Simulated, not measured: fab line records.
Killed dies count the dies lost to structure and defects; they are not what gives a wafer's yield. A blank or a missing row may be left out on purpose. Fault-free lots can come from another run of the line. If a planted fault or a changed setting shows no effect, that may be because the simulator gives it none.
Which tool did it? | flow nandHarc | Sampling: 24 lots, 72 wafers, 5 of 1302 route steps

## WHAT THE GAUGES SHOWED, per wafer
NHARC_A_CONTACT_INSPECT_71. Usual: rawDefectCount 91, standard deviation 33.
lot  | measured     | on               | rawDefectCount | flag
L074 | day 22 10:03 | defectInspect-02 | 17 19 21       | 
L075 | day 22 10:13 | defectInspect-02 | 128 150 132    | 
L076 | day 22 14:58 | defectInspect-01 | 142 148 152    | 
L077 | day 23 15:50 | defectInspect-01 | 66 51 51       | 
L079 | day 23 23:30 | defectInspect-02 | 61 54 50       | 
L078 | day 24 16:32 | defectInspect-02 | 84 75 80       | 
L081 | day 24 23:39 | defectInspect-02 | 67 67 56       | 
L082 | day 25 08:20 | defectInspect-02 | 67 68 61       | 
L080 | day 25 12:28 | defectInspect-01 | 114 110 99     | 
L083 | day 25 14:59 | defectInspect-02 | 85 93 90       | 
L084 | day 25 20:26 | defectInspect-02 | 152 129 139    | 
L085 | day 26 16:11 | defectInspect-01 | 104 99 119     | 
L086 | day 27 00:41 | defectInspect-01 | 71 62 68       | 
L087 | day 27 03:11 | defectInspect-02 | 93 90 77       | 
L088 | day 28 05:59 | defectInspect-01 | 137 142 132    | 
L089 | day 28 08:14 | defectInspect-02 | 116 75 93      | 
L090 | day 29 00:50 | defectInspect-01 | 85 61 67       | 
L091 | day 29 02:09 | defectInspect-02 | 47 61 56       | 
L092 | day 29 07:50 | defectInspect-01 | 109 100 127    | 
L093 | day 29 23:26 | defectInspect-02 | 121 102 110    | 
L096 | day 30 07:05 | defectInspect-02 | 115 101 98     | 
L094 | day 30 07:28 | defectInspect-02 | 73 81 67       | 
L095 | day 30 13:08 | defectInspect-01 | 80 63 76       | 
L097 | day 31 18:31 | defectInspect-01 | 108 131 117    | 

## WHICH TOOL RAN EACH LOT (tool, then ch and the chambers of the sampled wafers, then the start)
lot  | NHARC_A_CONTACT_ETCH_113           | NHARC_A_CONTACT_ETCH_114           | NHARC_A_CONTACT_ETCH_115           | NHARC_A_CONTACT_DEP_57
L074 | harCapEtch-02 ch 0,1, day 22 01:09 | harCapEtch-02 ch 0,1, day 22 01:23 | harCapEtch-02 ch 0,1, day 22 01:37 | aclDep-03 ch 0, day 22 06:29
L075 | harCapEtch-03 ch 0,1, day 22 01:46 | harCapEtch-03 ch 0,1, day 22 01:57 | harCapEtch-03 ch 0,1, day 22 02:07 | aclDep-02 ch 0, day 22 05:48
L076 | harCapEtch-02 ch 0,1, day 22 06:23 | harCapEtch-02 ch 0,1, day 22 06:37 | harCapEtch-02 ch 0,1, day 22 06:51 | aclDep-03 ch 0, day 22 11:32
L077 | harCapEtch-01 ch 0,1, day 23 07:27 | harCapEtch-01 ch 0,1, day 23 07:37 | harCapEtch-01 ch 0,1, day 23 07:47 | aclDep-01 ch 0, day 23 12:56
L079 | harCapEtch-03 ch 0,1, day 23 15:30 | harCapEtch-03 ch 0,1, day 23 15:40 | harCapEtch-03 ch 0,1, day 23 15:50 | aclDep-02 ch 0, day 23 19:26
L078 | harCapEtch-03 ch 0,1, day 24 05:03 | harCapEtch-03 ch 0,1, day 24 05:13 | harCapEtch-03 ch 0,1, day 24 05:23 | aclDep-02 ch 0, day 24 14:05
L081 | harCapEtch-01 ch 0,1, day 24 12:36 | harCapEtch-01 ch 0,1, day 24 12:46 | harCapEtch-01 ch 0,1, day 24 12:56 | aclDep-03 ch 0, day 24 19:34
L082 | harCapEtch-02 ch 0,1, day 25 00:21 | harCapEtch-02 ch 0,1, day 25 00:31 | harCapEtch-02 ch 0,1, day 25 00:41 | aclDep-01 ch 0, day 25 04:45
L080 | harCapEtch-03 ch 0,1, day 25 03:35 | harCapEtch-03 ch 0,1, day 25 03:45 | harCapEtch-03 ch 0,1, day 25 03:55 | aclDep-03 ch 0, day 25 09:26
L083 | harCapEtch-01 ch 1, day 25 06:52   | harCapEtch-01 ch 1, day 25 07:02   | harCapEtch-01 ch 1, day 25 07:13   | aclDep-02 ch 0, day 25 11:26
L084 | harCapEtch-01 ch 0,1, day 25 12:07 | harCapEtch-01 ch 0,1, day 25 12:17 | harCapEtch-01 ch 0,1, day 25 12:28 | aclDep-02 ch 0, day 25 16:23
L085 | harCapEtch-02 ch 0,1, day 26 04:20 | harCapEtch-02 ch 0,1, day 26 04:31 | harCapEtch-02 ch 0,1, day 26 04:41 | aclDep-01 ch 0, day 26 12:08
L086 | harCapEtch-01 ch 0,1, day 26 11:23 | harCapEtch-01 ch 0,1, day 26 11:33 | harCapEtch-01 ch 0,1, day 26 11:43 | aclDep-02 ch 0, day 26 22:11
L087 | harCapEtch-02 ch 0,1, day 26 13:29 | harCapEtch-02 ch 0,1, day 26 13:43 | harCapEtch-02 ch 0,1, day 26 13:56 | aclDep-03 ch 0, day 26 23:38
L088 | harCapEtch-03 ch 0,1, day 27 22:10 | harCapEtch-03 ch 0,1, day 27 22:20 | harCapEtch-03 ch 0,1, day 27 22:30 | aclDep-03 ch 0, day 28 02:32
L089 | harCapEtch-01 ch 0,1, day 27 23:23 | harCapEtch-01 ch 0,1, day 27 23:33 | harCapEtch-01 ch 0,1, day 27 23:43 | aclDep-01 ch 0, day 28 04:40
L090 | harCapEtch-01 ch 0,1, day 28 14:37 | harCapEtch-01 ch 0,1, day 28 14:47 | harCapEtch-01 ch 0,1, day 28 14:57 | aclDep-02 ch 0, day 28 20:49
L091 | harCapEtch-02 ch 0,1, day 28 14:56 | harCapEtch-02 ch 0,1, day 28 15:06 | harCapEtch-02 ch 0,1, day 28 15:16 | aclDep-01 ch 0, day 28 22:02
L092 | harCapEtch-02 ch 0,1, day 28 23:20 | harCapEtch-02 ch 0,1, day 28 23:30 | harCapEtch-02 ch 0,1, day 28 23:40 | aclDep-02 ch 0, day 29 03:46
L093 | harCapEtch-02 ch 0,1, day 29 14:46 | harCapEtch-02 ch 0,1, day 29 14:55 | harCapEtch-02 ch 0,1, day 29 15:05 | aclDep-01 ch 0, day 29 20:34
L096 | harCapEtch-01 ch 0,1, day 29 22:47 | harCapEtch-01 ch 0,1, day 29 22:57 | harCapEtch-01 ch 0,1, day 29 23:07 | aclDep-03 ch 0, day 30 03:03
L094 | harCapEtch-02 ch 0,1, day 29 23:00 | harCapEtch-02 ch 0,1, day 29 23:10 | harCapEtch-02 ch 0,1, day 29 23:20 | aclDep-02 ch 0, day 30 03:55
L095 | harCapEtch-01 ch 0,1, day 30 02:53 | harCapEtch-01 ch 0,1, day 30 03:04 | harCapEtch-01 ch 0,1, day 30 03:14 | aclDep-02 ch 0, day 30 10:40
L097 | harCapEtch-01 ch 0,1, day 31 10:20 | harCapEtch-01 ch 0,1, day 31 10:31 | harCapEtch-01 ch 0,1, day 31 10:41 | aclDep-02 ch 0, day 31 15:20
- NHARC_A_CONTACT_ETCH_113: etches the open film in C4F8/O2/Ar, time 190 s, target depth 1850 nm.
- NHARC_A_CONTACT_ETCH_114: etches the open film in C4F8/O2/Ar, time 190 s, target depth 1850 nm.
- NHARC_A_CONTACT_ETCH_115: etches the open film in C4F8/O2/Ar, time 190 s, target depth 1850 nm.
- NHARC_A_CONTACT_DEP_57: deposits aC, target thk 5300 nm.

## AS READ BY THE TOOLS THEMSELVES (means over the sampled wafers that have a number; for cases with no such wafer, the mark the record gives instead)
NHARC_A_CONTACT_DEP_57. Usual: throttleValvePct 35.000 %, standard deviation 0.01.
lot  | tool      | throttleValvePct (%) | flag
L074 | aclDep-03 | 35.002               | 
L075 | aclDep-02 | 34.997               | 
L076 | aclDep-03 | 34.995               | 
L077 | aclDep-01 | 35.005               | 
L079 | aclDep-02 | 35.012               | 
L078 | aclDep-02 | 35.007               | 
L081 | aclDep-03 | 35.001               | 
L082 | aclDep-01 | 34.995               | 
L080 | aclDep-03 | 34.987               | 
L083 | aclDep-02 | 35.001               | 
L084 | aclDep-02 | 35.008               | 
L085 | aclDep-01 | 34.994               | 
L086 | aclDep-02 | 35.004               | 
L087 | aclDep-03 | 35.001               | 
L088 | aclDep-03 | 35.006               | 
L089 | aclDep-01 | 35.006               | 
L090 | aclDep-02 | 35.003               | 
L091 | aclDep-01 | 35.005               | 
L092 | aclDep-02 | 35.000               | 
L093 | aclDep-01 | 34.994               | 
L096 | aclDep-03 | 35.002               | 
L094 | aclDep-02 | 34.987               | 
L095 | aclDep-02 | 34.998               | 
L097 | aclDep-02 | 34.991               | 

## THE ANSWER, worked out from the rows above alone
Rule: a lot is off if the mean of its wafers that have a number lies more than 3 standard deviations from the usual mean. Also off: a lot with no number at a reading for which 4 or more lots have one. The other lots that the step has rows for count as sound. After the gauges, taken in route order, come the tools' own readings; for these a lot's mean is taken, as printed above. At the first step where some lot is off, the reading lying furthest off is the one used; lots without a number count as furthest.
No lot is off at any reading shown: from this, nothing can be told.

## WHAT HAD BEEN PUT IN BY THE SIMULATOR
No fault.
